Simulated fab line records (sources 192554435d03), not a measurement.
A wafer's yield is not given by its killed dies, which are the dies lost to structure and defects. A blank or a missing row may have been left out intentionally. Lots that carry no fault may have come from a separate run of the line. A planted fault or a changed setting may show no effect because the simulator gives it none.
A lot that was struck, set against a sound lot / flow n5_finfet / 37 steps out of a route of 1938
Sound: wafers L435.4, L435.5, L435.6. Wafers L429.1, L429.4, L429.5 were the ones struck. The cause comes at the end.
Per side, at each step with rows, come the tool, then ch with its chambers, and then its first start. Under that, the readings that differ: sound wafers / struck wafers / difference of the means / sigmas: that difference in standard deviations of wafers without a fault.
alike: readings whose means differ by less than 2 such deviations, and words and numbers that are the same on both sides. not compared: withheld readings, readings that some wafer has no value for, bounds like >300 that may hide the same value, and numbers for which the record gives no deviation and whose values overlap.
The two part at a step that has a row with sigmas, a row that says differs or no value, or rows on one side only. Numbers that don't overlap but have no deviation are shown without sigmas and don't part them. A reading missing from all wafers of one side parts the sides only when that side holds two or more wafers.

first, 9 steps without rows for these wafers: N5_BEOL_M4_ANNEAL_95 (time 240 s); N5_BEOL_M4_SPUTTER_96 (material Cu, target thk 4.5 nm, time 8.29 s); N5_BEOL_M4_ECD_50 (material Cu, target thk 300 nm); N5_BEOL_M4_ANNEAL_51 (time 90 s); N5_BEOL_M4_CMP_52 (polishes, stops on SiOC, t overpolish 6.8 s, target thk 40 nm); N5_BEOL_M4_PRE_CLEAN_60 (time 15 s); N5_BEOL_M4_CO_CAP_55 (material Co, precursor CCTBA/H2, target thk 2 nm, time 102.1 s); N5_BEOL_M4_PRE_CLEAN_56 (time 15 s); N5_BEOL_M4_DEP_57 (deposits SiCN from 3MS/NH3, target thk 8 nm, time 14 s).
N5_BEOL_M4_RC_MEAS_101:
  sound on prober-02 ch 0, day 12 21:28; struck on prober-01 ch 0, day 11 22:34
reading=DIBL_N (mV/V); sound=35.3 35.7 36.3; struck=38.3 39.5 39.4; difference=+3.3; sigmas=+2
reading=IOFF_N (nA/um); sound=0.137 0.143 0.155; struck=0.186 0.201 0.201; difference=+0.051; sigmas=+2
  alike: DIBL_P, IOFF_P, ION_N, ION_P, SS_N, SS_P, VT_N, VT_P
then, 24 steps without rows for these wafers: N5_BEOL_M5_ILD_DEP_00 (deposits SiCOH lowk from DEMS/porogen, target thk 140.64 nm, time 25.9 s); N5_BEOL_M5_CURE_79 (cures SiCOH lowk, time 240 s); N5_BEOL_M5_PECVD_70 (deposits SiO2 from TEOS/O2, target thk 16 nm, time 18 s); N5_BEOL_M5_HM_DEP_02 (deposits TiN, target thk 20 nm); N5_BEOL_M5_COAT_59 (time 60 s, resist thk 60 nm); N5_BEOL_M5_COAT_60 (time 60 s, resist thk 12 nm); N5_BEOL_M5_COAT_71 (time 60 s, resist thk 5 nm); N5_BEOL_M5_COAT_05 (resist thk 30 nm); N5_BEOL_M5_EBR_07; N5_BEOL_M5_SOFTBAKE_06 (time 60 s); N5_BEOL_M5_EXPOSE_08 (exposes mask M5, target cd 28 nm); N5_BEOL_M5_PEB_09 (peb time 60 s); N5_BEOL_M5_DEVELOP_10 (develop time 30 s); N5_BEOL_M5_DESCUM_16 (chemistry O2, time 7 s); N5_BEOL_M5_ETCH_72 (etches underlayer in N2/H2, target depth 6.5 nm, time 5.2 s); N5_BEOL_M5_ETCH_61 (etches SiARC in CF4, target depth 15.6 nm, time 26 s); N5_BEOL_M5_ETCH_62 (etches SOC in N2/H2, target depth 75 nm, overetch 15 nm, time 112.5 s); N5_BEOL_M5_STRIP_63 (strips in N2/H2); N5_BEOL_M5_STRIP_73 (strips in N2/H2); N5_BEOL_M5_STRIP_64 (strips in CF4); N5_BEOL_M5_HM_OPEN_17 (chemistry Cl2/BCl3, target TiN, target depth 20 nm, overetch 6 nm); N5_BEOL_M5_STRIP_19 (strips in O2); N5_BEOL_M5_COAT_65 (time 60 s, resist thk 60 nm); N5_BEOL_M5_COAT_66 (time 60 s, resist thk 12 nm).
-- here the record skips 3 days between the struck wafers' starts before and after, leaving off in module BEOL_M5 and picking up in module BEOL_M14 (first step shown: number 1757 of the route) --
N5_BEOL_M14_ETCH_38: etches SiCN in CF4/N2, target depth 106.5 nm, time 120.6 s.
  sound on rie_diel-01 ch 0,1,3, day 16 12:40; struck on rie_diel-06 ch 0,1,3, day 15 08:36
  no value came back on the struck wafers for any of 8 readings (bias_w (W), cf4_flow_sccm (sccm) and others); on the sound wafers bias_w (W) reads 69.81 70.24 70.00
reading=model.SiO2_of_BEOL_M14_ILD_DEP_00.thk_nm (nm); sound=1064 1054 1060; struck=1111 1124 1126; difference=+61; sigmas=
  not compared: rf_hours_counter_h
N5_BEOL_M14_CMP_49: polishes, stops on SiO2, t overpolish 5.2 s, target thk 560 nm.
  sound on cmp-02 ch 1,2,3, day 16 14:17; struck on cmp-02 ch 1,3, day 15 10:24
reading=model.SiO2_of_BEOL_M14_ILD_DEP_00.thk_nm (nm); sound=1049 1039 1045; struck=1096 1109 1111; difference=+61; sigmas=
  alike: motor_current_A
N5_PASSIVATION_PROBE_49:
  sound on prober-02 at day 17 10:39; struck on prober-02 at day 16 11:14
reading=defect_limited_yield (%); sound=91.3 90.1 91.4; struck=0 0 0; difference=-91; sigmas=-65
reading=killed_at_M4_up; sound=10 18 8; struck=1112 1107 1069; difference=+1084; sigmas=+99 or more
reading=killed_dies; sound=103 117 102; struck=1180 1180 1180; difference=+1073; sigmas=+63
reading=killed_on_rim; sound=19 11 8; struck=152 152 152; difference=+139; sigmas=+36
reading=sort_bin_5_function (%); sound=5.1 5.8 5.3; struck=96.3 97.3 95.9; difference=+91.1; sigmas=+98
reading=sort_n_pass; sound=1077 1063 1078; struck=0 0 0; difference=-1073; sigmas=-63
reading=sort_yield_pct (%); sound=91.3 90.1 91.4; struck=0 0 0; difference=-91; sigmas=-65
  alike: killed_at_M0_to_M3, killed_at_contacts, killed_at_front_end, killed_at_other, killed_open, killed_short, sort_bin_6_memory

## WHERE THEY PART
Last at N5_PASSIVATION_PROBE_49 as far as this record goes, first at N5_BEOL_M4_RC_MEAS_101.

WHY: whatever the simulator had introduced
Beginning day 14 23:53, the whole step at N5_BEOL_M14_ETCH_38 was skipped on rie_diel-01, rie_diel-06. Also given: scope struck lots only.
